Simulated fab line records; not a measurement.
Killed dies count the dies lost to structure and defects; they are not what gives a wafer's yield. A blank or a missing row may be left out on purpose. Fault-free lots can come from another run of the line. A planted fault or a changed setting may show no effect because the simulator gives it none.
Code-filled problem report in 8D (eight disciplines) form	flow n5-finfet	the parts of the form that need people (team, actions taken, sign-off) are left out

## 1. THE PROBLEM
M10_OVL at N5_BEOL_M10_OVL_MEAS_12 reads a mean of 5.4 nm on 6 wafers of 2 lots; wafers without a fault read 0.0 nm with a standard deviation of 0.74. That is +7.3 standard deviations from the usual mean.
First observed at day 12 08:58: wafer L606.1, on overlay-01. The record holds 35 wafers of 12 lots with a number at this step. By rule, "out" or "out of limits" means more than 4 standard deviations away from the usual mean. The other wafers with a number count as sound.

## 2. WHAT IT IS AND WHAT IT IS NOT
question	is	is not
which readings at this step	M10_OVL	-
which lots	L606, L607	L599, L604, L610, L611, L612, L614, L616, L617, L619, L621
which wafers of those lots	all that have a number	-
read on which gauges	overlay-01	overlay-02
when	from day 12 08:58	up to then (6 sound wafers); but 23 sound wafers of L610, L611, L612, L614, L616, L617, L619, L621 came after

## 3. SUSPECTS, AND WHAT RULES EACH OUT
Counting: any tool at a process step up to the reading is kept as a suspect provided that every lot that is out went through it and no sound lot did after the first of them.
- the gauge at N5_BEOL_M10_OVL_MEAS_12: kept. All the wafers that are out were read on overlay-01, and no step on other tools shows them out.
- arfi-scanner-01 at N5_BEOL_M10_EXPOSE_08 (exposes mask M10): kept. All lots that are out passed through it, beginning with L606 at day 12 08:49, and no sound lot followed; its final sound lot before that point was L604 at day 11 16:17.
What counting leaves: arfi-scanner-01 at N5_BEOL_M10_EXPOSE_08 and overlay-01 at N5_BEOL_M10_OVL_MEAS_12.

## 4. THE CAUSE (what the simulator had put in)
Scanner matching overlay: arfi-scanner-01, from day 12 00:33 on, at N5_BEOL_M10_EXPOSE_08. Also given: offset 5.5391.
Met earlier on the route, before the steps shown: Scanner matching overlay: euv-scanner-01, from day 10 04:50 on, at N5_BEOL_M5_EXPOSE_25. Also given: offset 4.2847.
After counting, 2 suspects remain, this tool included.

## 5. SEQUENCE OF EFFECTS, ordered by route
Rows list readings where the struck wafers' mean (over those with a number) sits beyond 3 standard deviations from the usual. Only readings whose record carries a usual standard deviation are examined. hours: median over the lots of the time between each lot's start at the first step of this table that gives one and its start at this step. sigmas: the change, counted in usual standard deviations.
hours	step	reading	usual	on struck wafers	change	sigmas
0	N5_BEOL_M10_OVL_MEAS_12	M10_OVL	0.0 nm	5.4	+5.4	+7.3

## 6. HOW IT WOULD HAVE BEEN CAUGHT EARLIER
The first out-of-limits reading at a measuring or inspecting step in this record came at day 12 08:58, 8 hours after the fault's start at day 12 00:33.
L607, from the lots that are out (2), started N5_BEOL_M10_EXPOSE_08 on arfi-scanner-01 later than day 12 08:58. A hold on the tool at that time would have spared it.
